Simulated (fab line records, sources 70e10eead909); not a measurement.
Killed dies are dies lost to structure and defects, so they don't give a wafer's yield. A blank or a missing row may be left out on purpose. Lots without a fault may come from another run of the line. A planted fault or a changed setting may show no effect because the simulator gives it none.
Problem report in the 8D (eight disciplines) form, filled by code | flow nand_harc | the parts of the form that need people (team, actions taken, sign-off) are left out

1. THE PROBLEM
cd_nm at NHARC_A_CHANNEL_HOLE_D1_CD_MEAS_10 reads a mean of 95.4 nm on 6 wafers of 2 lots; wafers without a fault read 99.7 nm with a standard deviation of 0.51. That is -8.5 standard deviations from the usual mean.
The step: target cd 100 nm.
First seen on wafer L501.1, day 11 06:51, on cd_sem-02. The record holds 36 wafers of 12 lots with a number at this step. Rule for "out", or "out of limits": more than 4 standard deviations from the usual mean. The other wafers with a number count as sound.

2. WHAT IT IS AND WHAT IT IS NOT
question                    | is                     | is not
which readings at this step | cd_nm                  | -
which lots                  | L501, L503             | L496, L497, L498, L499, L510, L511, L512, L513, L516, L517
which wafers of those lots  | all that have a number | -
read on which gauges        | cd_sem-02              | cd_sem-01, cd_sem-03
when                        | from day 11 06:51      | up to then (12 sound wafers); but 18 sound wafers of L510, L511, L512, L513, L516, L517 came after

3. SUSPECTS, AND WHAT RULES EACH OUT
Counting: a tool at a process step up to the reading stays a suspect if it ran every lot that is out and no sound lot after the first of them.
- the gauge at NHARC_A_CHANNEL_HOLE_D1_CD_MEAS_10: ruled out. All the wafers that are out were read on cd_sem-02, but those of them that NHARC_A_CHANNEL_HOLE_D1_PEB_08 has rows for are out there too, on other tools.
- litho_track-04 at NHARC_A_CHANNEL_HOLE_D1_PEB_08 (peb time 65 s): ruled out as a lasting fault. Sound lots L511, L512, L513, L517 ran on it after its first lot that is out, L501 (day 11 06:46).
Left after counting: nothing in the record.

4. THE CAUSE (what the simulator had put in)
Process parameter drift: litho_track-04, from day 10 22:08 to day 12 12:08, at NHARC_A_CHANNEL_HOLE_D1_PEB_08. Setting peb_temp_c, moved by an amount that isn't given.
Counting ruled it out, wrongly: the rule takes a fault to strike every lot that its tool runs from its start on, and this one did not.

5. THE CHAIN OF EFFECTS, in route order
Each row: a reading whose mean over the struck wafers that have a number lies more than 3 standard deviations from the usual. Only readings for which the record gives a usual standard deviation are gone through. hours: the time from each lot's start at the first step in this table that gives one to its start at this step, as a median over the lots. sigmas: the change in usual standard deviations.
hours | step                               | reading              | usual    | on struck wafers | change | sigmas
0     | NHARC_A_CHANNEL_HOLE_D1_PEB_08     | heater_power_total_W | 156.6 W  | 153.6            | -3.0   | -7.4
0     | NHARC_A_CHANNEL_HOLE_D1_PEB_08     | plate_temp_C         | 100.04 C | 98.67            | -1.37  | -9.8
0     | NHARC_A_CHANNEL_HOLE_D1_CD_MEAS_10 | cd_nm                | 99.7 nm  | 95.4             | -4.3   | -8.5
7     | NHARC_A_CHANNEL_HOLE_D1_CD_MEAS_30 | cd_nm                | 89.7 nm  | 84.9             | -4.8   | -3.7
7     | NHARC_A_CHANNEL_HOLE_D1_XSEM_31    | bot_cd_nm            | 74.3 nm  | 69.7             | -4.6   | -3.1
The process steps in it:
- NHARC_A_CHANNEL_HOLE_D1_PEB_08: peb time 65 s.
- NHARC_A_CHANNEL_HOLE_D1_XSEM_31
Later measuring or inspecting steps at which every struck wafer that the step has a row for has a number for every such reading, and none has moved that far: NHARC_A_CHANNEL_HOLE_D1_OVL_MEAS_11, NHARC_A_CHANNEL_HOLE_D1_CD_MEAS_18, NHARC_END_SORT_01.

6. WHAT WOULD HAVE CAUGHT IT SOONER
In this record the first reading out of limits at a measuring or inspecting step was taken at day 11 06:51, 9 hours after the fault began at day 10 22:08.
The tool's own readings at NHARC_A_CHANNEL_HOLE_D1_PEB_08 were out on every struck wafer that the step has a row for (heater_power_total_W, plate_temp_C): an alarm limit on them would have fired on the first of those.
